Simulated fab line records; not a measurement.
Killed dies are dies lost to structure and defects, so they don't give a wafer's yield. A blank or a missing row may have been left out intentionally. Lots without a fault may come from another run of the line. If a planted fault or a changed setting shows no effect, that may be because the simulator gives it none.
fab line records | flow nand_harc
record: lots: 10 wafers: 30 last_day: 24
route steps=1159 shown P_BONDPAD@368 A_BONDPAD@1077 THIN_TSV@1119 END@1159
lots that met no fault: taken from a fault-free run of the same line
start_h: hours from the record's first day to the start of the lot's first wafer shown | wait_h: hours from the lot's prior step to this one | " as in the row above | L1.1+2: a row that stands for several wafers | - value missing, or start not given | * or withheld: withheld | < > ~ a bound
route shown NAME@n: names a module that has steps shown in the file, with the first one's number in the route | usual: mean/standard deviation taken from wafers without a fault | same: alike in all rows | chamber/n: place in a boat | sites: readings site by site | _std_site: standard deviation across them | _edge_site: inner sites' mean taken away from outer sites' mean | radius_mm: how far each site lies from the wafer's centre | mask NAME#n: copy n | behind: the last tool/chamber to shape the wafer | hold: why the lot went on hold/how many hours it stayed there/how the hold came to an end | device: which transistor (n, p or np) failed to switch | end of line: at the end of the route, the tests of the same wafers | a step with no rows: only its recipe | killed: not the wafer's yield, but the dies lost to structure and defects at the first sort | map: dies across one wafer; x = killed, . = not, _ = none there
set.NAME: the setting as run; set.NAME@STEP: as run at that earlier step | model.NAME: the simulator's own value behind a step, which no gauge read
one table for each step of the route and one row for each wafer, over a sample of lots
services: the hour from which a tool's chamber was out of use, counted from the record's first day as start_h (under 0 if before that day), plus the number of hours and why
== steps ==
step: NHARC_P_BONDPAD_ETCH_37
recipe: target_depth_a: 600 overetch_a: 180 time_s: 65.91 ion_energy_ev: 200 n2_flow_sccm: 150 h2_flow_sccm: 150 ar_flow_sccm: 0 rf_w: 400 bias_w: 150 chemistry: N2/H2
usual: drypump_motor_current_A: 5.6/0.59 mfc_ar_sccm: 0.014/0.015 oes_product_au: 1.003/0.011 rf_vpp_V: 428.4/1.6 showerhead_plenum_p_Torr: 1.97/0.047 throttle_valve_pct: 14.172/0.008
columns lot.wafer tool chamber start_h wait_h drypump_motor_current_A mfc_ar_sccm oes_product_au rf_hours_counter_h rf_vpp_V showerhead_plenum_p_Torr throttle_valve_pct
L447.1 rie_diel-01 3 148.18 0.2 4.9 0.040 1.023 0 428.7 1.98 14.173
L447.3 " 0 " " 6.6 0 1.012 0 426.9 1.92 14.167
L447.5 " 3 " " 4.9 0.040 1.009 - 429.1 1.98 14.180
L446.1 rie_diel-09 0 148.46 0.1 5.7 0 1.004 6 428.4 1.97 14.159
L446.3 " 1 " " 5.0 0.040 1.000 6 429.0 1.99 14.169
L446.6 " 3 " " 6.5 0.019 1.000 - 427.2 1.93 14.170
L448.2 rie_diel-09 1 154.15 0.1 5.0 0.040 1.006 6 430.3 1.99 14.172
L448.6 " 2 " " 5.1 0.005 1.001 - 427.9 1.94 14.166
L448.5 " 3 " " 6.5 0.019 0.991 - 427.6 1.93 14.184
L449.4 rie_diel-09 2 155.12 0.1 5.1 0.005 1.006 7 426.9 1.94 14.160
L449.1 " 1 " " 5.1 0.040 1.003 6 431.9 1.99 14.172
L449.5 " 2 " " 5.1 0.005 1.009 - 428.7 1.94 14.163
L450.2 rie_diel-09 2 155.90 0.1 5.1 0.005 1.010 7 427.6 1.94 14.159
L450.5 " 1 " " 5.1 0.040 0.998 - 428.9 1.99 14.171
L450.6 " 2 " " 5.1 0.005 1.006 - 428.7 1.94 14.173
L452.1 rie_diel-09 0 180.51 0.1 5.7 0 1.001 9 427.7 1.97 14.167
L452.2 " 2 " " 5.1 0.005 1.008 8 427.2 1.94 14.187
L452.6 " 0 " " 5.7 0 1.002 - 428.2 1.97 14.175
L453.4 rie_diel-09 2 181.75 0.1 5.1 0.005 1.002 9 426.4 1.94 14.177
L453.3 " 3 " " 6.5 0.019 0.990 9 427.9 1.93 14.159
L453.5 " 3 " " 6.5 0.019 0.994 - 427.3 1.93 14.170
L454.1 rie_diel-09 3 188.24 0.1 6.4 0.019 0.989 9 426.8 1.93 14.163
L454.6 " 0 " " 5.7 0 0.992 - 429.0 1.97 14.180
L454.5 " 1 " " 5.1 0.040 1.000 - 429.9 1.99 14.196
L455.4 rie_diel-09 1 188.58 0.1 5.0 0.040 1.009 9 428.4 1.99 14.183
L455.3 " 2 " " 5.1 0.005 1.007 9 427.9 1.94 14.172
L455.2 " 3 " " 6.5 0.019 1.001 9 427.6 1.93 14.176
L466.3 rie_diel-01 1 258.55 0.1 5.2 0.005 1.011 44 433.9 2.09 14.171
L466.1 " 3 " " 4.9 0.040 1.001 39 428.4 1.97 14.183
L466.5 " 1 " " 5.2 0.005 1.021 - 429.7 2.09 14.175
step: NHARC_A_BONDPAD_ETCH_12
recipe: target_depth_a: 2200 time_s: 110 chf3_flow_sccm: 50 o2_flow_sccm: 10 ar_flow_sccm: 200 rf_w: 500 bias_w: 200 chemistry: CHF3/O2
usual: drypump_motor_current_A: 5.6/0.54 mfc_ar_sccm: 200.0/0.64 oes_product_au: 0.955/0.026 rf_vpp_V: 371.2/2.9 showerhead_plenum_p_Torr: 2.43/0.13 throttle_valve_pct: 20.573/0.0083
columns lot.wafer tool chamber start_h wait_h drypump_motor_current_A mfc_ar_sccm oes_product_au rf_hours_counter_h rf_vpp_V showerhead_plenum_p_Torr throttle_valve_pct
L447.3 rie_diel-02 1 - - 6.7 199.3 0.964 3 372.9 2.47 20.574
L447.1 " 3 " " 5.3 199.6 0.967 3 376.1 2.58 20.566
L447.5 " 0 " " 5.1 200.1 0.957 - 368.8 2.31 20.568
L446.3 rie_diel-02 0 - - 5.1 199.8 0.986 3 369.8 2.31 20.576
L446.1 " 1 " " 6.6 200.7 0.977 3 374.0 2.47 20.572
L446.6 " 3 " " 5.3 200.1 0.954 - 373.4 2.58 20.583
L449.1 rie_diel-02 2 - - 5.7 198.8 0.991 3 375.7 2.59 20.583
L449.4 " 3 " " 5.3 200.7 0.944 4 373.5 2.58 20.566
L449.5 " 1 " " 6.6 200.5 0.989 - 372.4 2.47 20.587
L448.2 rie_diel-02 3 - - 5.3 200.0 0.952 4 372.1 2.58 20.582
L448.6 " 1 " " 6.6 198.9 0.996 - 371.4 2.47 20.580
L448.5 " 2 " " 5.7 200.4 1.028 - 376.8 2.59 20.571
L450.2 rie_diel-02 2 - - 5.7 200.4 0.957 4 373.0 2.59 20.575
L450.5 " 1 " " 6.6 200.2 0.932 - 372.4 2.47 20.584
L450.6 " 2 " " 5.7 199.5 0.957 - 375.1 2.58 20.571
L452.2 rie_diel-05 1 - - 5.4 198.9 0.921 19 368.9 2.32 20.579
L452.1 " 3 " " 5.5 200.5 0.943 21 367.8 2.30 20.571
L452.6 " 2 " " 5.6 199.8 0.906 - 369.0 2.30 20.588
L453.3 rie_diel-07 3 - - 5.4 200.2 0.927 22 373.0 2.54 20.561
L453.4 " 0 " " 5.3 200.1 0.950 18 374.0 2.59 20.572
L453.5 " 3 " " 5.4 200.3 0.936 - 373.8 2.54 20.555
L454.1 rie_diel-02 0 - - 5.1 200.6 0.941 5 368.3 2.31 20.573
L454.6 " 0 " " 5.1 200.0 0.950 - 367.9 2.31 20.562
L454.5 " 2 " " 5.7 200.3 1.006 - 375.2 2.59 20.553
L455.4 rie_diel-02 3 - - 5.3 200.9 0.966 5 374.0 2.58 20.571
L455.3 " 0 " " 5.1 200.1 0.960 5 368.4 2.31 20.584
L455.2 " 1 " " 6.7 199.9 0.945 5 371.5 2.47 20.577
L466.3 rie_diel-05 0 - - 5.6 199.5 0.982 4 366.9 2.24 20.588
L466.1 " 1 " " 5.4 199.3 0.940 3 367.5 2.31 20.584
L466.5 " 3 " " 5.5 199.2 0.999 - 366.5 2.29 20.573
step: NHARC_THIN_TSV_ETCH_44
recipe: target_depth_a: 15942 time_s: 797.1 cf4_flow_sccm: 150 o2_flow_sccm: 10 ar_flow_sccm: 0 rf_w: 300 bias_w: 800 chemistry: CF4/O2
usual: drypump_motor_current_A: 5.7/0.43 mfc_ar_sccm: 0.010/0.0098 oes_product_au: 1.000/0.014 rf_vpp_V: 793/5.7 showerhead_plenum_p_Torr: 1.82/0.09 throttle_valve_pct: 16.915/0.0089
columns lot.wafer tool chamber start_h wait_h drypump_motor_current_A mfc_ar_sccm oes_product_au rf_hours_counter_h rf_vpp_V showerhead_plenum_p_Torr throttle_valve_pct
L447.1 rie_diel-10 0 432.95 0.1 5.3 0 1.007 6 787 1.72 16.906
L447.3 " 1 " " 5.4 0.004 0.999 6 798 1.87 16.918
L447.5 " 3 " " 6.0 0.012 0.988 - 793 1.81 16.907
L446.3 rie_diel-10 1 436.83 0.1 5.4 0.004 0.990 7 798 1.87 16.915
L446.1 " 2 " " 4.9 0 0.984 7 787 1.71 16.921
L446.6 " 0 " " 5.3 0 1.000 - 787 1.72 16.924
L449.1 rie_diel-06 3 438.14 0.2 6.5 0.009 0.990 2 801 1.95 16.905
L449.4 " 3 " " 6.5 0.009 0.992 - 802 1.95 16.920
L449.5 " 0 " " 5.3 0.003 1.010 - 798 1.90 16.924
L448.2 rie_diel-03 2 444.17 0.1 5.6 0.014 0.989 7 794 1.84 16.910
L448.6 " 1 " " 5.6 0.020 1.000 - 787 1.71 16.895
L448.5 " 2 " " 5.6 0.014 0.990 - 795 1.84 16.916
L450.2 rie_diel-06 3 454.54 0.1 6.5 0.009 0.994 3 802 1.95 16.921
L450.6 " 3 " " 6.5 0.009 0.985 - 801 1.95 16.925
L450.5 " 0 " " 5.3 0.003 1.010 - 799 1.90 16.920
L452.2 rie_diel-10 3 473.08 0.1 6.0 0.012 0.986 9 794 1.81 16.912
L452.1 " 1 " " 5.4 0.004 0.983 10 797 1.87 16.918
L452.6 " 3 " " 6.0 0.012 0.986 - 793 1.81 16.911
L453.4 rie_diel-06 3 484.01 0.1 6.5 0.009 0.999 5 801 1.95 16.927
L453.3 " 2 " " 5.9 0.036 1.013 4 801 1.95 16.917
L453.5 " 0 " " 5.3 0.003 0.991 - 798 1.90 16.912
L454.1 rie_diel-06 2 487.31 0.1 6.0 0.036 1.011 4 801 1.95 16.908
L454.6 " 2 " " 5.9 0.036 1.015 - 802 1.95 16.906
L454.5 " 3 " " 6.5 0.009 0.999 - 801 1.95 16.923
L455.3 rie_diel-06 3 488.17 0.1 6.5 0.009 1.000 6 802 1.95 16.917
L455.2 " 0 " " 5.3 0.003 0.998 5 799 1.90 16.915
L455.4 " 1 " " 5.9 0 1.004 3 786 1.71 16.918
L466.3 rie_diel-10 1 560.27 0.1 5.4 0.004 1.025 2 796 1.87 16.935
L466.1 " 3 " " 6.0 0.012 0.992 2 793 1.81 16.933
L466.5 " 1 " " 5.4 0.004 1.030 - 796 1.87 16.920
step: NHARC_THIN_TSV_STRIP_62
recipe: power_w: 1500 temp_c: 250 time_s: 20 chemistry: N2/H2
usual: drypump_motor_current_A: 5.7/0.41 heater_power_w: 307/40
columns lot.wafer tool chamber start_h wait_h drypump_motor_current_A heater_power_w rf_hours_counter_h
L447.1 plasma_asher-02 1 435.38 - 5.4 307 23
L447.3 " 1 " " 5.4 311 -
L447.5 " 1 " " 5.4 313 -
L446.1 plasma_asher-01 1 439.28 - 5.3 284 56
L446.3 " 1 " " 5.3 297 -
L446.6 " 1 " " 5.3 293 -
L449.1 plasma_asher-02 1 440.60 - 5.4 313 25
L449.4 " 1 " " 5.4 318 -
L449.5 " 0 " " 6.4 363 -
L448.2 plasma_asher-02 1 446.47 - 5.4 317 27
L448.5 " 1 " " 5.4 313 -
L448.6 " 0 " " 6.4 365 -
L450.2 plasma_asher-02 1 456.92 - 5.4 308 30
L450.5 " 0 " " 6.4 366 -
L450.6 " 1 " " 5.4 321 -
L452.1 plasma_asher-02 0 475.57 - 6.4 376 37
L452.2 " 1 " " 5.5 315 37
L452.6 " 1 " " 5.4 317 -
L453.4 plasma_asher-01 1 486.41 - 5.3 286 -
L453.3 " 0 " " 5.6 274 -
L453.5 " 0 " " 5.6 272 -
L454.1 plasma_asher-02 0 489.66 - 6.4 362 40
L454.6 " 0 " " 6.4 365 -
L454.5 " 1 " " 5.4 315 -
L455.2 plasma_asher-02 1 490.60 - 5.4 313 40
L455.3 " 1 " " 5.4 304 -
L455.4 " 0 " " 6.4 376 -
L466.1 plasma_asher-02 1 562.80 - 5.4 315 6
L466.3 " 0 " " 6.4 366 -
L466.5 " 0 " " 6.4 369 -
step: NHARC_END_SORT_01
recipe: temp_c: 25
usual: defect_limited_yield: 95.4/1.8 killed_at_array: 28/11 killed_at_other: 0.7/0.88 killed_at_periphery: 3.1/2.2 killed_dies: 31/12 killed_open: 3.3/2 killed_short: 2.0/1.6 sort_bin_2_pct: 1.5/0.73 sort_bin_3_pct: 0.27/0.22 sort_bin_4_pct: 2.9/1.1 sort_n_pass: 646/12 sort_rim_yield_pct: 93/3.9 sort_yield_pct: 95.4/1.8
same: gross_dies: 677 sort_bin_5_pct[%]: 0 sort_bin_6_pct[%]: 0 sort_bin_7_pct[%]: 0 sort_bin_8_pct[%]: 0 sort_rim_n_gross: 106.00
columns lot.wafer tool chamber start_h wait_h defect_limited_yield[%] killed_at_array killed_at_other killed_at_periphery killed_dies killed_open killed_short sort_bin_2_pct[%] sort_bin_3_pct[%] sort_bin_4_pct[%] sort_n_pass sort_rim_yield_pct[%] sort_yield_pct[%]
L455.2 prober-01 0 502.72 2.8 95.6 27 0 3 30 3 3 2.4 0 2.1 647 93 95.6
L455.3 prober-01 0 503.52 3.1 95.6 25 1 4 30 1 2 0.9 0.15 3.4 647 96 95.6
L455.4 prober-01 0 504.32 3.4 90.7 20 1 42 63 5 2 4.1 1.48 3.7 614 85 90.7
L454.1 prober-02 0 506.44 2.5 93.1 44 1 2 47 5 1 1.8 0.59 4.6 630 90 93.1
L454.5 prober-02 0 509.70 3.8 90.0 33 1 34 68 1 1 3.4 2.36 4.3 609 83 90.0
L454.6 prober-02 0 510.52 4.1 93.8 40 0 2 42 3 0 2.7 0.30 3.2 635 89 93.8
killed by level:class
L455.2 A_SLIT:chamber_film_flake=12 A_WL_FILL:chamber_film_flake=4 A_CHANNEL_HOLE_D1:chamber_film_flake=3 A_STAIRCASE:chamber_film_flake=3 P_STI:geometric_particle:short=1 P_CONTACT:geometric_particle:open=1 A_CHANNEL_FILL_D1:geometric_particle:short=1 A_CHANNEL_FILL_D1:geometric_particle:open=1
L455.3 A_SLIT:chamber_film_flake=9 P_ZERO_WELL:chamber_film_flake=4 A_STAIRCASE:chamber_film_flake=4 A_CHANNEL_HOLE_D1:chamber_film_flake=4 A_CONTACT:chamber_film_flake=4 A_CHANNEL_FILL_D1:geometric_particle:open=1 A_CHANNEL_FILL_D1:geometric_particle:short=1 A_STAIRCASE:geometric_particle:short=1
L455.4 P_BONDPAD:unspecified=38 A_SLIT:chamber_film_flake=6 A_STAIRCASE:chamber_film_flake=5 P_ZERO_WELL:chamber_film_flake=2 A_CHANNEL_FILL_D1:chamber_film_flake=2 A_CONTACT:chamber_film_flake=2 P_CONTACT:geometric_particle:open=1 P_M2:geometric_particle:short=1
L454.1 A_CHANNEL_HOLE_D1:chamber_film_flake=16 A_SLIT:chamber_film_flake=13 A_CONTACT:chamber_film_flake=4 A_WL_FILL:geometric_particle:open=3 A_STAIRCASE:chamber_film_flake=2 A_M1:chamber_film_flake=2 A_WL_FILL:chamber_film_flake=2 P_GATE:geometric_particle:open=1
L454.5 P_BONDPAD:unspecified=33 A_CHANNEL_HOLE_D1:chamber_film_flake=13 A_SLIT:chamber_film_flake=8 A_STAIRCASE:chamber_film_flake=5 A_CHANNEL_FILL_D1:chamber_film_flake=2 A_WL_FILL:chamber_film_flake=2 A_BLC:geometric_particle:short=1 A_BONDPAD:geometric_particle:open=1
L454.6 A_SLIT:chamber_film_flake=15 A_CHANNEL_HOLE_D1:chamber_film_flake=14 A_STAIRCASE:chamber_film_flake=5 A_CONTACT:chamber_film_flake=2 A_M1:chamber_film_flake=2 P_M0:geometric_particle:open=1 A_SOURCE_PLATE:geometric_particle:open=1 A_WL_FILL:geometric_particle:open=1
== services ==
columns tool chamber start_h hours kind
rie_diel-06 3 126.93 1.4 repair
rie_diel-02 - 150.70 9.0 pm
plasma_asher-02 - 155.82 0.7 repair
plasma_asher-02 - 183.00 9.0 pm
rie_diel-09 0 204.65 5.0 repair
rie_diel-02 - 220.32 0.4 repair
rie_diel-06 - 241.20 9.0 pm
rie_diel-09 - 254.10 9.0 pm
rie_diel-06 0 256.50 3.1 repair
rie_diel-06 3 258.95 12.6 repair
rie_diel-09 2 280.98 13.6 repair
rie_diel-02 0 281.82 13.9 repair
rie_diel-09 3 285.82 5.2 repair
rie_diel-02 - 327.74 9.0 pm
rie_diel-06 1 354.61 79.9 repair
rie_diel-06 - 356.93 1.1 repair
plasma_asher-02 - 360.00 9.0 pm
rie_diel-06 3 382.19 3.6 repair
plasma_asher-02 - 390.89 1.3 repair
rie_diel-09 - 431.10 9.0 pm
rie_diel-02 1 468.14 5.0 repair
rie_diel-02 - 504.74 9.0 pm
rie_diel-09 1 515.54 2.6 repair
plasma_asher-02 - 537.00 9.0 pm
== key ==
first_sign: step: NHARC_END_SORT_01 reading: killed_at_periphery direction: up sigmas: 16 usual: 3.1 struck: 38
effect: step: NHARC_END_SORT_01 reading: killed_dies direction: up sigmas: 2.8 usual: 31 struck: 66
more_kills_born_at: NHARC_P_BONDPAD_ETCH_37@rie_diel-09: 71
met_at NHARC_P_BONDPAD_ETCH_37
struck_lots L454,L455
struck_wafers L454.5,L455.4
not_acting_at NHARC_A_BONDPAD_ETCH_12,NHARC_THIN_TSV_ETCH_44,NHARC_THIN_TSV_STRIP_62
onset_between 155.90 188.24
fault: kind: chamber_particle_source tool: rie_diel-09 chamber: 1 onset_h: 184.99 steps: NHARC_P_BONDPAD_ETCH_37 rate_per_visit_cm2: 0.39807 end_h: 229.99
